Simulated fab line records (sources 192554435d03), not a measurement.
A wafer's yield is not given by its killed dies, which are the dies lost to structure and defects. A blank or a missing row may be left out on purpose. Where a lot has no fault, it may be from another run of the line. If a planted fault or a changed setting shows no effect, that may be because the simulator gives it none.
Matching of chambers || flow n5Finfet || N5_BEOL_M6_CURE_74 on uvCure-02 has 3 sister chambers
The step cures SiCOH lowk, time 240 s. 22 wafers are shown with their chamber, then 11 later ones without.

WAFERS, EACH WITH ITS CHAMBER
{"wafer": "L077.2", "chamber": 2, "wafer_temp_C_max": 387.3, "lampPowerPct (%)": 52.25}
{"wafer": "L077.5", "chamber": 2, "wafer_temp_C_max": 386.4, "lampPowerPct (%)": 52.28}
{"wafer": "L077.6", "chamber": 2, "wafer_temp_C_max": 387.2, "lampPowerPct (%)": 52.35}
{"wafer": "L076.2", "chamber": 0, "wafer_temp_C_max": 386.7, "lampPowerPct (%)": 52.33}
{"wafer": "L076.3", "chamber": 0, "wafer_temp_C_max": 387.0, "lampPowerPct (%)": 52.27}
{"wafer": "L076.4", "chamber": 0, "wafer_temp_C_max": 386.7, "lampPowerPct (%)": 52.32}
{"wafer": "L079.3", "chamber": 2, "wafer_temp_C_max": 387.0, "lampPowerPct (%)": 52.28}
{"wafer": "L079.4", "chamber": 2, "wafer_temp_C_max": 387.6, "lampPowerPct (%)": 52.27}
{"wafer": "L079.6", "chamber": 2, "wafer_temp_C_max": 387.3, "lampPowerPct (%)": 52.26}
{"wafer": "L080.1", "chamber": 0, "wafer_temp_C_max": 386.8, "lampPowerPct (%)": 52.32}
{"wafer": "L080.3", "chamber": 0, "wafer_temp_C_max": 386.7, "lampPowerPct (%)": 52.38}
{"wafer": "L080.4", "chamber": 0, "wafer_temp_C_max": 387.2, "lampPowerPct (%)": 52.34}
{"wafer": "L082.3", "chamber": 0, "wafer_temp_C_max": 386.8, "lampPowerPct (%)": 52.35}
{"wafer": "L082.4", "chamber": 0, "wafer_temp_C_max": 386.5, "lampPowerPct (%)": 52.13}
{"wafer": "L082.6", "chamber": 0, "wafer_temp_C_max": 386.2, "lampPowerPct (%)": 52.39}
{"wafer": "L078.1", "chamber": 0, "wafer_temp_C_max": 387.1, "lampPowerPct (%)": 52.18}
{"wafer": "L078.4", "chamber": 0, "wafer_temp_C_max": 386.9, "lampPowerPct (%)": 52.41}
{"wafer": "L078.5", "chamber": 0, "wafer_temp_C_max": 388.0, "lampPowerPct (%)": 52.29}
{"wafer": "L083.4", "chamber": 1, "wafer_temp_C_max": 386.0, "lampPowerPct (%)": 52.24}
{"wafer": "L083.5", "chamber": 1, "wafer_temp_C_max": 385.8, "lampPowerPct (%)": 52.26}
{"wafer": "L083.6", "chamber": 1, "wafer_temp_C_max": 385.6, "lampPowerPct (%)": 52.29}
{"wafer": "L088.1", "chamber": 2, "wafer_temp_C_max": 387.1, "lampPowerPct (%)": 52.36}

SIGNATURES (averages over the wafers above)
{"reading": "wafer_temp_C_max", "chamber 0": 386.883, "chamber 1": 385.800, "chamber 2": 387.129, "scatter within a chamber": 0.401}
{"reading": "lampPowerPct", "chamber 0": 52.3092, "chamber 1": 52.2633, "chamber 2": 52.2929, "scatter within a chamber": 0.0682}
Rule: for each reading, subtract the chamber's mean from the wafer's reading, divide by that reading's scatter and square the result; add these up over the readings and take the root, which gives the wafer's distance from the chamber. If the next closest chamber is less than 2 further off than the closest, the wafer can't be placed; otherwise it belongs to the closest. How the scatter is found: for the shown wafers, subtract from each reading the mean of its chamber, square and add these, divide the total by (wafers less chambers), then take the root.

WAFERS WHOSE CHAMBER IS MISSING
{"wafer": "L088.2", "wafer_temp_C_max": 387.4, "lampPowerPct (%)": 52.34}
{"wafer": "L088.3", "wafer_temp_C_max": 387.1, "lampPowerPct (%)": 52.33}
{"wafer": "L087.2", "wafer_temp_C_max": 386.6, "lampPowerPct (%)": 52.30}
{"wafer": "L087.3", "wafer_temp_C_max": 387.1, "lampPowerPct (%)": 52.36}
{"wafer": "L087.6", "wafer_temp_C_max": 386.8, "lampPowerPct (%)": 52.33}
{"wafer": "L097.2", "wafer_temp_C_max": 386.7, "lampPowerPct (%)": 52.31}
{"wafer": "L097.4", "wafer_temp_C_max": 387.5, "lampPowerPct (%)": 52.33}
{"wafer": "L097.5", "wafer_temp_C_max": 386.9, "lampPowerPct (%)": 52.33}
{"wafer": "L096.4", "wafer_temp_C_max": 386.5, "lampPowerPct (%)": 52.36}
{"wafer": "L096.5", "wafer_temp_C_max": 387.0, "lampPowerPct (%)": 52.31}
{"wafer": "L096.6", "wafer_temp_C_max": 387.0, "lampPowerPct (%)": 52.36}

THE CHAMBER EACH PASSED THROUGH
{"wafer": "L088.2", "from the rows above": "can't be placed: 2 or 0", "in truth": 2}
{"wafer": "L088.3", "from the rows above": "can't be placed: 2 or 0", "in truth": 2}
{"wafer": "L087.2", "from the rows above": "can't be placed: 0 or 2 or 1", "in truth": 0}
{"wafer": "L087.3", "from the rows above": "can't be placed: 0 or 2", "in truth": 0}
{"wafer": "L087.6", "from the rows above": "can't be placed: 0 or 2", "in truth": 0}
{"wafer": "L097.2", "from the rows above": "can't be placed: 0 or 2 or 1", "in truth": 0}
{"wafer": "L097.4", "from the rows above": "can't be placed: 2 or 0", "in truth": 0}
{"wafer": "L097.5", "from the rows above": "can't be placed: 0 or 2", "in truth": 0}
{"wafer": "L096.4", "from the rows above": "can't be placed: 0 or 2 or 1", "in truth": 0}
{"wafer": "L096.5", "from the rows above": "can't be placed: 0 or 2", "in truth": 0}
{"wafer": "L096.6", "from the rows above": "can't be placed: 0 or 2", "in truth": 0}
0 of 11 placed correctly. Not placeable from these rows: 11 (in 11, the candidates include the true chamber). 0 placed wrongly.
